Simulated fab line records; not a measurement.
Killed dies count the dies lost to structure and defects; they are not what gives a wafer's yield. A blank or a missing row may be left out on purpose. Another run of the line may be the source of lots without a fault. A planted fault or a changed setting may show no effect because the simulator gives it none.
Which of the tools did it? + flow n5-finfet + Sampling: 24 lots, 72 wafers, 3 of 1938 route steps

WHAT THE GAUGES READ, wafer by wafer
N5_PMOS_HMC_CHANNEL_EPI_INSPECT_11: inspects for defects (macro). Usual: raw-defect-count 2.2, standard deviation 1.5.
| lot  | measured    | on                | raw-defect-count | flag |
|------|-------------|-------------------|------------------|------|
| L074 | day 1 17:46 | defect-inspect-01 | 1 1 2            |      |
| L075 | day 1 23:31 | defect-inspect-02 | 1 2 4            |      |
| L076 | day 2 05:35 | defect-inspect-01 | 1 3 1            |      |
| L077 | day 2 11:08 | defect-inspect-01 | 2 0 1            |      |
| L078 | day 2 17:25 | defect-inspect-02 | 2 2 2            |      |
| L079 | day 2 23:09 | defect-inspect-02 | 2 4 3            |      |
| L080 | day 3 05:55 | defect-inspect-01 | 2 0 3            |      |
| L081 | day 3 11:02 | defect-inspect-02 | 4 3 1            |      |
| L082 | day 3 17:22 | defect-inspect-02 | 1 1 3            |      |
| L083 | day 4 00:15 | defect-inspect-02 | 4 0 2            |      |
| L084 | day 4 05:13 | defect-inspect-01 | 1 1 0            |      |
| L085 | day 4 11:19 | defect-inspect-02 | 5 2 3            |      |
| L086 | day 4 17:25 | defect-inspect-02 | 4 4 4            |      |
| L087 | day 4 23:44 | defect-inspect-02 | 3 0 1            |      |
| L088 | day 5 05:49 | defect-inspect-02 | 2 2 1            |      |
| L089 | day 5 11:34 | defect-inspect-01 | 3 3 3            |      |
| L090 | day 5 17:02 | defect-inspect-02 | 5 2 0            |      |
| L091 | day 5 23:19 | defect-inspect-02 | 0 1 2            |      |
| L092 | day 6 05:05 | defect-inspect-02 | 6 2 4            |      |
| L093 | day 6 12:20 | defect-inspect-01 | 2 1 4            |      |
| L094 | day 6 17:52 | defect-inspect-02 | 0 2 1            |      |
| L095 | day 6 23:42 | defect-inspect-02 | 3 2 4            |      |
| L096 | day 7 05:34 | defect-inspect-02 | 2 5 2            |      |
| L097 | day 7 12:45 | defect-inspect-01 | 4 1 3            |      |

N5_PMOS_HMC_CHANNEL_EPI_INSPECT_30: inspects for defects (darkfield). Usual: raw-defect-count 20, standard deviation 6.6.
| lot  | measured    | on                | raw-defect-count | flag |
|------|-------------|-------------------|------------------|------|
| L074 | day 1 20:33 | defect-inspect-02 | 16 22 20         |      |
| L075 | day 2 02:18 | defect-inspect-01 | 25 21 29         |      |
| L076 | day 2 08:22 | defect-inspect-01 | 28 14 20         |      |
| L077 | day 2 14:19 | defect-inspect-01 | 17 12 13         |      |
| L078 | day 2 20:53 | defect-inspect-02 | 19 30 20         |      |
| L079 | day 3 02:26 | defect-inspect-01 | 28 29 34         |      |
| L080 | day 3 09:44 | defect-inspect-01 | 18 22 25         |      |
| L081 | day 3 14:07 | defect-inspect-01 | 11 11 10         |      |
| L082 | day 3 20:38 | defect-inspect-01 | 13 10 20         |      |
| L083 | day 4 03:24 | defect-inspect-01 | 10 21 24         |      |
| L084 | day 4 08:29 | defect-inspect-02 | 19 31 20         |      |
| L085 | day 4 14:37 | defect-inspect-01 | 23 21 20         |      |
| L086 | day 4 20:13 | defect-inspect-02 | 12 17 12         |      |
| L087 | day 5 02:41 | defect-inspect-02 | 17 23 22         |      |
| L088 | day 5 09:01 | defect-inspect-01 | 18 14 21         |      |
| L089 | day 5 14:27 | defect-inspect-02 | 19 11 10         |      |
| L090 | day 5 20:31 | defect-inspect-01 | 18 13 14         |      |
| L091 | day 6 02:12 | defect-inspect-01 | 17 19 16         |      |
| L092 | day 6 08:22 | defect-inspect-01 | 18 26 28         |      |
| L093 | day 6 16:10 | defect-inspect-01 | 30 16 17         |      |
| L094 | day 6 21:02 | defect-inspect-01 | 18 18 20         |      |
| L095 | day 7 02:59 | defect-inspect-01 | 20 12 9          |      |
| L096 | day 7 09:05 | defect-inspect-01 | 14 20 20         |      |
| L097 | day 7 16:01 | defect-inspect-01 | 27 28 17         |      |

N5_FIN_SAQP_THK_MEAS_07. Usual: thk-nm 59.9 nm, standard deviation 0.78.
| lot  | measured    | on            | thk-nm (nm)    | flag |
|------|-------------|---------------|----------------|------|
| L074 | day 1 21:34 | film-metro-01 | 58.6 59.4 60.0 |      |
| L075 | day 2 03:16 | film-metro-01 | 59.5 60.1 59.4 |      |
| L076 | day 2 09:14 | film-metro-02 | 59.3 59.1 60.4 |      |
| L077 | day 2 15:30 | film-metro-01 | 59.9 60.6 60.8 |      |
| L078 | day 2 22:03 | film-metro-02 | 59.3 59.8 59.4 |      |
| L079 | day 3 03:23 | film-metro-02 | 59.5 60.3 59.5 |      |
| L080 | day 3 10:35 | film-metro-01 | 60.1 60.3 61.0 |      |
| L081 | day 3 15:10 | film-metro-02 | 58.9 58.5 60.0 |      |
| L082 | day 3 21:28 | film-metro-02 | 60.8 61.4 59.8 |      |
| L083 | day 4 04:39 | film-metro-01 | 59.4 60.7 60.5 |      |
| L084 | day 4 09:29 | film-metro-01 | 59.3 60.6 59.3 |      |
| L085 | day 4 16:36 | film-metro-02 | 58.9 59.8 60.2 |      |
| L086 | day 4 23:11 | film-metro-02 | 59.1 59.2 60.0 |      |
| L087 | day 5 03:33 | film-metro-02 | 60.4 60.3 61.1 |      |
| L088 | day 5 10:15 | film-metro-02 | 59.2 60.6 60.1 |      |
| L089 | day 5 15:28 | film-metro-01 | 60.8 60.6 61.5 |      |
| L090 | day 5 21:21 | film-metro-02 | 59.4 58.8 60.4 |      |
| L091 | day 6 03:13 | film-metro-01 | 60.2 61.1 59.9 |      |
| L092 | day 6 09:13 | film-metro-01 | 61.4 61.1 61.8 |      |
| L093 | day 6 17:07 | film-metro-02 | 59.5 59.4 59.2 |      |
| L094 | day 6 21:58 | film-metro-02 | 59.0 60.6 60.4 |      |
| L095 | day 7 03:49 | film-metro-01 | 58.5 59.3 60.6 |      |
| L096 | day 7 09:55 | film-metro-02 | 59.7 59.5 60.4 |      |
| L097 | day 7 16:52 | film-metro-02 | 59.0 60.5 60.3 |      |

WHAT TOOL EACH LOT RAN ON (gives the tool, then ch and the chambers of the sampled wafers, and finally the start)
Record: no process step prior to these readings.

AS READ BY THE TOOLS THEMSELVES (means over the sampled wafers that have a number; for cases with no such wafer, the mark the record gives instead)
The record holds no such reading with a usual standard deviation.

THE ANSWER, worked out from the rows above alone
Rule: take the mean of a lot's wafers that have a number; if it is more than 3 standard deviations from the usual mean, the lot is off. Also off: a lot with no number at a reading for which 4 or more lots have one. Any other lot the step has rows for is counted as sound. Order of review: gauges by route order, followed by the tools' own readings, for which a lot's mean as printed above is used. The first step at which some lot is off is used, and at that step the reading that is off furthest; a lot without a number counts as furthest.
None of the lots is off at any reading shown; this tells nothing.

WHAT WAS PUT IN BY THE SIMULATOR
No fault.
